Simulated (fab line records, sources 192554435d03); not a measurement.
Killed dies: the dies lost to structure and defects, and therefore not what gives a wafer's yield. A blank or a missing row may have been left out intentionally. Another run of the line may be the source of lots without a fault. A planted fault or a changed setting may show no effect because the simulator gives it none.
Chamber matching | flow n5-finfet | rie-diel-02 running N5_DUMMY_GATE_ETCH_36: 4 sister chambers
The step etches SiARC in CF4, target depth 13 nm. 14 wafers are shown with their chamber, then 7 later ones without.

## WAFERS, EACH WITH ITS CHAMBER
wafer  | chamber | drypump-motor-current-A (A) | throttle-valve-pct (%) | showerhead-plenum-p-Torr (Torr)
L074.3 | 0       | 5.6                         | 15.33                  | 2.08
L074.4 | 1       | 6.5                         | 15.58                  | 2.14
L074.5 | 3       | 5.1                         | 15.87                  | 2.14
L077.4 | 1       | 6.5                         | 15.58                  | 2.14
L077.5 | 2       | 5.4                         | 15.38                  | 2.23
L077.6 | 3       | 5.1                         | 15.89                  | 2.14
L082.2 | 0       | 5.5                         | 15.36                  | 2.07
L082.3 | 3       | 5.1                         | 15.92                  | 2.13
L082.4 | 2       | 5.4                         | 15.40                  | 2.23
L084.1 | 3       | 5.1                         | 15.92                  | 2.13
L084.4 | 2       | 5.4                         | 15.40                  | 2.23
L084.5 | 0       | 5.5                         | 15.35                  | 2.07
L085.2 | 3       | 5.1                         | 15.92                  | 2.13
L085.4 | 1       | 6.5                         | 15.60                  | 2.13

SIGNATURES (averages over the wafers above)
reading                  | chamber 0 | chamber 1 | chamber 2 | chamber 3 | scatter within a chamber
drypump-motor-current-A  | 5.533     | 6.500     | 5.400     | 5.100     | 0.0258
throttle-valve-pct       | 15.3467   | 15.5867   | 15.3933   | 15.9040   | 0.0177
showerhead-plenum-p-Torr | 2.0733    | 2.1367    | 2.2300    | 2.1340    | 0.00503
Rule: a wafer lies at a distance from a chamber equal to the root of the sum of squares, over the readings, of (its reading less the chamber's mean, divided by the reading's scatter). The wafer belongs to the nearest chamber; if the next one is less than 2 further off, it can't be placed. The scatter is the square root of a quotient: the sum, over the shown wafers, of each reading's squared deviation from its chamber's mean, divided by wafers minus chambers.

## WAFERS WITHOUT THEIR CHAMBER
wafer  | drypump-motor-current-A (A) | throttle-valve-pct (%) | showerhead-plenum-p-Torr (Torr)
L085.5 | 5.4                         | 15.41                  | 2.23
L091.1 | 5.1                         | 15.94                  | 2.13
L091.3 | 5.5                         | 15.40                  | 2.07
L091.6 | 5.5                         | 15.38                  | 2.07
L096.1 | 6.5                         | 15.65                  | 2.13
L096.3 | 5.6                         | 15.40                  | 2.07
L096.6 | 5.6                         | 15.39                  | 2.07

## CHAMBER TAKEN BY EACH
wafer  | from the rows above | in truth
L085.5 | 2                   | 2
L091.1 | 3                   | 3
L091.3 | 0                   | 0
L091.6 | 0                   | 0
L096.1 | 1                   | 1
L096.3 | 0                   | 0
L096.6 | 0                   | 0
7 of 7 placed correctly. From these rows, 0 cannot be placed. Wrongly placed: 0.
